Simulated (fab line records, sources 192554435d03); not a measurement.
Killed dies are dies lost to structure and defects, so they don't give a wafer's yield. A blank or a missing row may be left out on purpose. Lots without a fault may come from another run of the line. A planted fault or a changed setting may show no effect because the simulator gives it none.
fab line records | flow n5_finfet
record lots=9 wafers=27 last_day=18
route steps=1938 shown ILD0@344 SDB@347 DUMMY_REMOVAL@377 BEOL_M4@1111 PASSIVATION@1936
lots that met no fault: from a run of the same line without faults
start_h: hours from the record's first day to the start of the lot's first wafer shown | wait_h: hours since the lot's step before | " the same as in the row above | L1.1+2: a row that stands for several wafers | - no value, or no start given | * or withheld: withheld | < > ~ a bound
route shown NAME@n: a module of which the file shows steps, and the number in the route of the first | usual: mean/standard deviation of fault-free wafers | same: alike in all rows | chamber/n: place in a boat | sites: the reading at each site | _std_site: their standard deviation | _edge_site: outer sites' mean less inner sites' | radius_mm: how far each site lies from the wafer's centre | mask NAME#n: copy n | behind: the tool/chamber that last shaped the wafer | hold: why the lot was held/for how many hours/how that ended | device: the transistor (n, p or np) that didn't switch | end of line: the same wafers' tests at the end of the route | a step without rows: its recipe alone | killed: dies lost to structure and defects at the first sort, not the wafer's yield | map: a wafer's dies, x killed, . not, _ none there
set.NAME: the setting as run; set.NAME@STEP: as run at that earlier step | model.NAME: the simulator's own value behind a step, which no gauge read
steps of the route over a sample of lots; a table a step, a row a wafer
services: from which hour (start_h, from the record's first day; less than 0 if before it) a tool's chamber was out of use, for how many hours, and why
## steps
# step N5_ILD0_CMP_12
# recipe stop_on=poly-Si material=SiNx t_overpolish_s=6 post_cmp_clean=alkaline_brush down_force_psi=2.5 platen_rpm=51.8 pad_velocity_m_s=1.0307 target_thk_nm=17.67
# usual motor_current_A=9.3/0.68 overpolish_run_s=6.000/0.0084 slurry_filter_dp_kPa=13.51/0.12 time_to_endpoint_s=28.8/1.9
# columns lot.wafer tool chamber start_h wait_h motor_current_A overpolish_run_s slurry_filter_dp_kPa time_to_endpoint_s
L704.2 cmp-01 0 76.42 1.2 9.3 5.998 13.67 29.6
L704.3 " 1 " " 8.4 5.983 13.57 31.1
L704.4 " 2 " " 10.2 6.008 13.60 28.0
L705.1 cmp-03 0 86.98 1.1 9.0 5.990 13.61 31.4
L705.3 " 2 " " 7.8 5.998 13.49 29.8
L705.4 " 3 " " 8.9 6.002 13.48 28.6
L709.3 cmp-01 0 110.54 1.2 9.7 5.986 13.41 29.8
L709.1 " 1 " " 8.4 5.989 13.51 28.3
L709.6 " 0 " " 9.4 5.994 13.51 30.4
L710.1 cmp-01 1 117.15 1.2 8.5 6.004 13.51 29.2
L710.3 " 2 " " 10.4 6.017 13.56 27.4
L710.5 " 1 " " 8.4 6.001 13.63 30.4
L711.1 cmp-02 1 117.42 1.1 8.9 6.001 13.45 28.0
L711.4 " 2 " " 8.8 5.994 13.47 27.3
L711.3 " 0 " " 9.6 6.012 13.62 28.0
L721.3 cmp-03 1 184.97 1.2 10.3 5.989 13.57 28.4
L721.6 " 3 " " 9.8 5.993 13.42 26.8
L721.5 " 0 " " 8.6 6.007 13.60 29.5
L723.2 cmp-01 2 195.88 1.1 9.5 5.999 13.38 24.8
L723.3 " 3 " " 10.1 6.000 13.54 27.4
L723.5 " 3 " " 9.6 5.991 13.70 25.3
L724.1 cmp-01 2 199.17 1.1 9.8 6.000 13.53 29.8
L724.4 " 3 " " 10.4 5.994 13.51 28.5
L724.2 " 1 " " 9.3 5.988 13.56 28.4
L725.4 cmp-03 3 205.63 1.1 9.6 6.001 13.60 26.1
L725.1 " 1 " " 10.1 6.004 13.64 29.9
L725.6 " 0 " " 8.6 6.009 13.60 30.1
# step N5_SDB_HM_DEP_00
# recipe material=SiNx target_thk_a=400 temp_c=400 precursor=SiH4/NH3/N2 pressure_torr=1.5 rf_w=300 time_s=35.3
# usual heater_power_w=756/94 showerhead_plenum_p_Torr=5.12/0.092 throttle_valve_pct=39.2/0.79
# columns lot.wafer tool chamber start_h wait_h heater_power_w showerhead_plenum_p_Torr throttle_valve_pct
L704.2 pecvd-02 1 76.74 0.0 848 5.18 40.7
L704.3 " 0 " " 660 5.14 39.1
L704.4 " 2 " " 735 5.02 39.1
L705.1 pecvd-01 1 87.34 0.0 760 5.07 40.2
L705.3 " 2 " " 753 5.11 38.2
L705.4 " 0 " " 861 5.12 39.5
L709.1 pecvd-01 1 110.86 0.0 672 5.08 40.2
L709.3 " 2 " " 909 5.11 38.2
L709.6 " 1 " " 674 5.07 40.2
L710.1 pecvd-03 1 117.47 0.0 880 5.30 39.0
L710.3 " 2 " " 651 5.00 39.0
L710.5 " 0 " " 712 5.12 38.0
L711.1 pecvd-03 2 117.78 0.0 625 5.00 39.3
L711.3 " 1 " " 861 5.30 38.9
L711.4 " 2 " " 639 5.00 39.3
L721.3 pecvd-01 1 185.25 0.0 795 5.06 40.1
L721.5 " 0 " " 759 5.11 39.7
L721.6 " 2 " " 884 5.11 38.5
L723.2 pecvd-01 2 196.23 0.0 769 5.12 38.6
L723.3 " 1 " " 705 5.06 40.2
L723.5 " 2 " " 808 5.12 38.5
L724.1 pecvd-03 1 199.53 0.0 904 5.30 38.6
L724.2 " 0 " " 681 5.10 38.6
L724.4 " 1 " " 878 5.31 38.8
L725.1 pecvd-01 1 205.99 0.0 748 5.07 40.3
L725.4 " 0 " " 806 5.11 39.8
L725.6 " 1 " " 747 5.06 40.3
# step N5_SDB_ALD_29
# recipe material=SiNx target_thk_a=300 temp_c=400 ald_precursor_family=SiH2I2 ald_co_reactant=N2/H2-plasma pulse_time_s=1 ald_cycles=600 purge_time_s=2 co_reactant_purge_time_s=2 pressure_torr=2
# usual ald_cycles=600/0 heater_power_w=834/79 precursor_pulse_height_rel=1.000/0.02
# columns lot.wafer tool chamber start_h wait_h ald_cycles heater_power_w precursor_pulse_height_rel
L704.2 ald_sin-04 2 78.15 0.0 600 953 1.007
L704.3 " 1 " " 600 755 1.023
L704.4 " 3 " " 600 843 0.964
L705.1 ald_sin-04 3 88.55 0.0 600 880 0.997
L705.3 " 0 " " 600 866 1.013
L705.4 " 2 " " 600 969 0.989
L709.1 ald_sin-04 1 112.19 0.0 694 741 1.000
L709.3 " 3 " " 694 852 1.031
L709.6 " 3 113.54 1.4 694 879 1.003
L710.1 ald_sin-01 1 121.11 0.0 600 696 1.000
L710.3 " 2 " " 600 848 1.020
L710.5 " 2 122.47 1.4 600 863 0.972
L711.1 ald_sin-04 2 122.42 0.0 694 937 1.007
L711.3 " 1 " " 694 732 1.010
L711.4 " 1 123.77 1.4 694 740 1.003
L721.3 ald_sin-04 0 186.59 0.0 600 853 0.990
L721.5 " 2 187.94 1.4 600 993 0.995
L721.6 " 3 " " 600 859 0.963
L723.2 ald_sin-04 3 197.50 0.0 600 881 0.973
L723.3 " 2 " " 600 972 1.015
L723.5 " 1 198.85 1.4 600 747 0.992
L724.1 ald_sin-01 1 200.99 0.0 600 686 0.988
L724.2 " 3 " " 600 831 0.998
L724.4 " 0 " " 600 784 1.013
L725.1 ald_sin-04 1 207.62 0.3 600 748 0.990
L725.4 " 2 " " 600 984 0.982
L725.6 " 0 208.98 1.7 600 893 1.027
# step N5_DUMMY_REMOVAL_HM_STRIP_01
# recipe chemistry=CH3F/O2 material=SiNx target_depth_a=40 stop_on=poly-Si time_s=6.8 over_etch_frac=0.3 ion_energy_ev=60 power_w=410 bias_w=29 Ar_flow_sccm=150 CH3F_flow_sccm=30 O2_flow_sccm=20
# usual drypump_motor_current_A=5.6/0.32 oes_product_au=0.64/0.074 rf_vpp_V=127.7/1.1 showerhead_plenum_p_Torr=2.02/0.072 throttle_valve_pct=16.28/0.24
# columns lot.wafer tool chamber start_h wait_h drypump_motor_current_A oes_product_au rf_hours_counter_h rf_vpp_V showerhead_plenum_p_Torr throttle_valve_pct
L704.2 rie_diel-02 1 81.33 0.1 5.7 0.56 246 127.1 1.89 16.49
L704.3 " 2 " " 6.0 0.63 128 125.8 1.93 16.24
L704.4 " 3 " " 5.9 0.60 183 128.5 2.07 16.39
L705.1 rie_diel-01 2 91.64 0.0 5.3 0.74 15 126.6 1.97 15.84
L705.3 " 3 " " 5.3 0.56 217 126.3 1.98 16.38
L705.4 " 0 " " 5.9 0.70 36 128.6 2.04 15.88
L709.1 rie_diel-01 2 115.28 0.0 5.4 0.73 20 124.9 1.97 15.84
L709.3 " 3 " " 5.3 0.55 227 127.8 1.98 16.40
L709.6 " 0 " " 5.9 0.70 - 129.1 2.03 15.90
L710.1 rie_diel-04 3 124.20 0.0 5.1 0.55 244 126.9 1.89 16.33
L710.3 " 0 " " 4.9 0.61 184 129.6 2.07 16.34
L710.5 " 2 " " 5.5 0.63 - 129.3 2.08 16.29
L711.1 rie_diel-04 0 125.50 0.0 4.9 0.60 185 128.7 2.07 16.34
L711.3 " 2 " " 5.4 0.62 152 128.5 2.08 16.30
L711.4 " 1 " " 5.2 0.71 49 127.0 1.95 16.35
L721.3 rie_diel-01 1 189.67 0.0 5.7 0.59 216 127.5 1.98 16.77
L721.5 " 0 " " 5.9 0.67 - 127.5 2.02 15.95
L721.6 " 2 " " 5.4 0.69 - 128.1 1.96 15.91
L723.2 rie_diel-04 0 200.80 0.2 5.0 0.59 199 128.7 2.06 16.36
L723.3 " 3 " " 5.2 0.78 5 129.6 2.13 15.85
L723.5 " 3 " " 5.2 0.77 - 128.8 2.13 15.85
L724.1 rie_diel-04 0 204.08 0.0 4.9 0.58 200 127.4 2.06 16.36
L724.2 " 1 " " 5.2 0.69 64 127.1 1.95 16.40
L724.4 " 2 " " 5.5 0.63 170 128.7 2.08 16.32
L725.1 rie_diel-01 3 210.78 0.1 5.3 0.79 2 127.8 1.97 15.97
L725.4 " 1 " " 5.7 0.58 - 127.9 1.98 16.77
L725.6 " 2 " " 5.3 0.69 - 125.5 1.96 15.92
# step N5_BEOL_M4_RC_MEAS_101
# usual DIBL_N=35.9/1.3 DIBL_P=36.3/1.5 IOFF_N=0.153/0.023 IOFF_P=0.208/0.028 ION_N=672/9.7 ION_P=462/6.6 SS_N=71.5/0.53 SS_P=73.3/0.59 VT_N=250.4/2.7 VT_P=-250.5/3
# columns lot.wafer tool chamber start_h wait_h DIBL_N[mV/V] DIBL_P[mV/V] IOFF_N[nA/um] IOFF_P[nA/um] ION_N[uA/um] ION_P[uA/um] SS_N[mV/dec] SS_P[mV/dec] VT_N[mV] VT_P[mV]
L704.2 prober-02 0 194.10 0.2 34.1 36.7 0.150 0.207 674 467 71.5 73.5 247.2 -250.3
L704.3 " 0 " " 33.4 36.1 0.139 0.206 665 463 71.5 73.4 248.8 -250.9
L704.4 " 0 " " 34.4 36.6 0.148 0.195 664 455 71.6 73.8 246.3 -252.2
L705.1 prober-01 0 200.32 0.0 37.3 37.6 0.186 0.275 672 470 72.6 73.6 245.2 -245.2
L705.3 " 0 " " 35.1 34.8 0.148 0.214 670 469 71.1 72.8 250.7 -248.0
L705.4 " 0 " " 38.7 39.2 0.218 0.307 690 478 73.0 73.3 246.7 -243.2
L709.1 prober-01 0 225.15 0.0 37.4 38.0 0.171 0.221 674 466 72.1 74.5 248.5 -248.4
L709.3 " 0 " " 37.9 38.7 0.185 0.240 677 466 70.7 74.4 249.1 -250.1
L709.6 " 0 " " 38.0 39.7 0.196 0.259 682 477 72.0 74.4 246.2 -249.4
L711.1 prober-02 0 227.20 0.0 35.7 35.8 0.135 0.180 675 460 71.3 73.6 253.1 -249.9
L711.3 " 0 " " 37.4 38.7 0.173 0.224 684 471 71.7 73.5 247.8 -248.1
L711.4 " 0 " " 37.4 38.2 0.169 0.213 686 464 71.9 73.1 247.4 -251.0
L710.1 prober-02 0 231.53 0.0 35.5 35.2 0.133 0.188 660 453 71.2 72.8 253.5 -253.0
L710.3 " 0 " " 36.2 35.9 0.149 0.192 670 458 71.2 73.1 252.0 -255.0
L710.5 " 0 " " 35.2 35.0 0.128 0.180 664 452 71.2 73.4 255.7 -255.7
L721.3 prober-01 0 303.42 0.8 33.7 34.3 0.136 0.213 665 462 70.9 73.3 251.6 -247.8
L721.5 " 0 " " 33.9 34.7 0.137 0.212 670 466 70.4 72.4 250.3 -248.5
L721.6 " 0 " " 34.0 35.1 0.144 0.223 686 476 71.5 73.6 251.4 -245.7
L723.2 prober-02 0 313.32 0.2 37.1 38.5 0.190 0.239 690 472 71.4 74.4 247.0 -248.6
L723.3 " 0 " " 36.4 37.5 0.170 0.215 691 468 71.4 74.6 248.6 -250.0
L723.5 " 0 " " 36.6 37.4 0.165 0.209 679 462 71.7 73.0 249.0 -248.8
L724.1 prober-02 0 316.46 0.0 34.8 35.7 0.130 0.177 667 465 71.1 73.4 252.7 -253.0
L724.2 " 0 " " 35.1 36.5 0.138 0.189 674 461 71.4 72.4 252.6 -253.8
L724.4 " 0 " " 36.2 37.1 0.155 0.208 671 459 71.0 73.0 252.4 -251.6
L725.1 prober-02 0 336.40 0.0 35.8 35.8 0.145 0.211 689 473 70.6 72.9 248.5 -249.6
L725.4 " 0 " " 35.0 34.7 0.134 0.189 679 469 70.9 72.8 250.8 -249.5
L725.6 " 0 " " 35.3 34.6 0.136 0.192 672 462 70.7 73.1 250.5 -249.6
# step N5_PASSIVATION_PROBE_49
# usual defect_limited_yield=91.1/1.5 killed_at_M0_to_M3=35/9.5 killed_at_M4_up=13/5.2 killed_at_contacts=12/6.1 killed_at_front_end=41/14 killed_at_other=3.8/2.9 killed_dies=105/17 killed_open=70/13 killed_short=33/8.4 sort_bin_5_function=5.1/0.97 sort_bin_6_memory=3.4/0.69 sort_bin_8_speed=0.00/0.007 sort_n_pass=1075/17 sort_yield_pct=91.1/1.5
# same gross_dies=1180 killed_at_back_side=0 sort_bin_4_leakage[%]=0
# columns lot.wafer tool chamber start_h wait_h defect_limited_yield[%] killed_at_M0_to_M3 killed_at_M4_up killed_at_contacts killed_at_front_end killed_at_other killed_dies killed_open killed_short sort_bin_5_function[%] sort_bin_6_memory[%] sort_bin_8_speed[%] sort_n_pass sort_yield_pct[%]
L705.1 prober-01 - 302.81 0.3 89.3 51 17 10 45 3 126 96 30 6.3 4.1 0 1054 89.3
L705.3 prober-01 - 302.91 0.4 90.3 54 14 6 37 3 114 75 36 5.7 3.7 0 1066 90.3
L705.4 prober-01 - 302.96 0.5 89.7 28 12 17 61 3 121 81 40 5.4 4.5 0 1059 89.7
# killed by level:class
L705.1 FIN_SAQP:geometric_particle:open=14 BEOL_M4:geometric_particle:open=13 DUMMY_GATE:geometric_particle:open=11 BEOL_M3:geometric_particle:open=10 MOL_CONTACT_COAG:geometric_particle:open=8 BEOL_M2:geometric_particle:open=8 STI_FIN_REVEAL:geometric_particle:open=7 BEOL_M0_SAQP:geometric_particle:open=6
L705.3 BEOL_M1:geometric_particle:open=17 BEOL_M0_SAQP:geometric_particle:short=9 BEOL_M0_SAQP:geometric_particle:open=9 DUMMY_GATE:geometric_particle:open=8 BEOL_M2:geometric_particle:open=7 FIN_SAQP:geometric_particle:open=6 BEOL_M4:geometric_particle:open=5 FIN_SAQP:geometric_particle:short=4
L705.4 DUMMY_GATE:geometric_particle:open=19 STI_FIN_REVEAL:geometric_particle:open=12 MOL_CONTACT_COAG:geometric_particle:open=11 FIN_SAQP:geometric_particle:open=10 BEOL_M0_SAQP:geometric_particle:open=10 BEOL_M0_SAQP:geometric_particle:short=7 MOL_CONTACT_COAG:geometric_particle:short=6 BEOL_M4:geometric_particle:open=6
## services
# columns tool chamber start_h hours kind
ald_sin-01 2 52.79 8.0 repair
cmp-02 - 52.81 6.3 pm
ald_sin-04 1 59.57 6.5 repair
cmp-03 - 84.90 0.5 repair
rie_diel-01 1 93.05 9.4 repair
rie_diel-02 - 94.98 2.8 pm
rie_diel-02 3 98.87 7.9 repair
cmp-02 - 101.97 2.8 repair
cmp-02 - 109.63 1.5 repair
pecvd-01 - 111.50 10.5 repair
ald_sin-04 3 121.37 8.2 repair
cmp-01 - 123.11 4.0 pm
cmp-03 - 124.93 8.8 repair
rie_diel-04 - 128.58 28.1 pm
cmp-01 - 129.59 1.2 repair
ald_sin-01 2 132.12 6.5 repair
ald_sin-04 0 133.24 22.3 repair
cmp-03 - 140.06 5.0 pm
cmp-01 - 148.50 5.8 pm
ald_sin-01 0 149.81 5.6 repair
pecvd-01 - 151.25 28.1 pm
cmp-01 - 161.64 7.7 pm
rie_diel-01 - 196.89 8.3 repair
ald_sin-01 3 207.01 1.9 repair
## key
first_sign step=N5_SDB_ALD_29 reading=ald_cycles direction=up sigmas=99+ usual=* struck=*
effect none on later readings
met_at N5_SDB_ALD_29
struck_lots L709,L711
not_acting_at N5_ILD0_CMP_12,N5_SDB_HM_DEP_00,N5_DUMMY_REMOVAL_HM_STRIP_01
onset_between 88.55 112.19
fault kind=process_parameter_drift tool=ald_sin-04 chamber=- onset_h=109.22 steps=N5_SDB_ALD_29 channel=ald_cycles offset=* shape=step end_h=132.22 acts_in=* stated=*
